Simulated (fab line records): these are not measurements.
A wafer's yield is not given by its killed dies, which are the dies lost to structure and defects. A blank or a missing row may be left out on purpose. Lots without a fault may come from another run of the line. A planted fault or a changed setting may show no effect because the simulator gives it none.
A lot that was struck, set against a sound lot / flow nandHarc / 14 out of 1302 route steps
Sound: the wafers L974.1, L974.3, L974.4. Struck: wafer L965.3. (L965.5, L965.6 of the same lot were not struck and are left out.) The cause comes at the end.
Per side, at each step with rows, come the tool, then ch with its chambers, and then its first start. Under that, the readings that differ: sound wafers / struck wafers / difference of the means / sigmas: that difference in standard deviations of wafers without a fault.
alike: words and numbers the same on both sides, and readings whose means are apart by under 2 such deviations; not compared: readings that were withheld, readings missing a value for some wafer, numbers with overlapping values and no deviation given by the record, and bounds like >300 which may hide the same value.
The two part at a step that has a row with sigmas, a row that says differs or no value, or rows on one side only. When numbers do not overlap yet have no deviation, they are printed without sigmas and do not part them. Lack of a reading on every wafer of one side parts them only where that side has two or more wafers.

first, 8 steps without rows for these wafers: NHARC_P_GATE_DEHYDRATE_18 (time 120 s); NHARC_P_GATE_HMDS_19 (time 30 s); NHARC_P_GATE_COAT_20 (resist thk 90 nm); NHARC_P_GATE_SOFTBAKE_21 (time 55 s); NHARC_P_GATE_EBR_22; NHARC_P_GATE_EXPOSE_23 (exposes mask P GATE, target cd 120 nm); NHARC_P_GATE_PEB_24 (peb time 65 s); NHARC_P_GATE_DEVELOP_25 (develop time 35 s).
NHARC_P_GATE_CD_MEAS_26 targets a cd of 120 nm.
  sound on cdSem-03 ch 0, day 12 15:39; struck on cdSem-02 ch 0, day 8 19:40
  alike: cdNm
NHARC_P_GATE_OVL_MEAS_27:
  sound on overlay-02, day 12 15:44; struck on overlay-01, day 8 19:46
  alike: overlayXNm, overlayYNm
NHARC_P_GATE_INSPECT_28:
  sound on defectInspect-02, day 12 15:46; struck on defectInspect-02, day 8 19:47
  alike: rawDefectCount
NHARC_P_GATE_DESCUM_31: chemistry O2, time 3 s.
  sound on rieDiel-07 ch 1,2, day 12 15:50; struck on rieDiel-01 ch 0, day 8 19:52
  alike: drypumpMotorCurrentA, o2FlowSccm, oesProductAu, rfVppV, showerheadPlenumPTorr, throttleValvePct
  not compared: rfHoursCounterH
NHARC_P_GATE_ETCH_104: etches the open film in CF4/CHF3, target depth 60 nm.
  sound on rieDiel-07 ch 1,2, day 12 15:56; struck on rieDiel-01 ch 2, day 8 19:57
reading=oesProductAu (a.u.); sound=0.971 0.963 0.969; struck=0.731; difference=-0.237; sigmas=-12
reading=rfFwdPowerW (W); sound=487.2 490.2 489.9; struck=291.3; difference=-197.8; sigmas=-76
reading=model.P_GATE.cdNm (nm); sound=119.3 119.2 118.6; struck=121; difference=+2; sigmas=
  alike: drypumpMotorCurrentA, rfVppV, showerheadPlenumPTorr, throttleValvePct
NHARC_P_GATE_HM_OPEN_105: chemistry O2/COS, target depth 360 nm.
  sound on rieDiel-07 ch 1,2; struck on rieDiel-01 ch 2
reading=o2FlowSccm (sccm); sound=398.7 400.7 397.7; struck=402.8; difference=+3.8; sigmas=+3
  alike: drypumpMotorCurrentA, oesProductAu, rfVppV, showerheadPlenumPTorr, throttleValvePct
  not compared: rfHoursCounterH

WHERE THEY PART
Last at NHARC_P_GATE_HM_OPEN_105 as far as this record goes, first at NHARC_P_GATE_ETCH_104.

WHY: what had been put in by the simulator
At NHARC_P_GATE_ETCH_104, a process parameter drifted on rieDiel-01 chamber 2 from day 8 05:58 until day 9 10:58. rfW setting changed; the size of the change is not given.
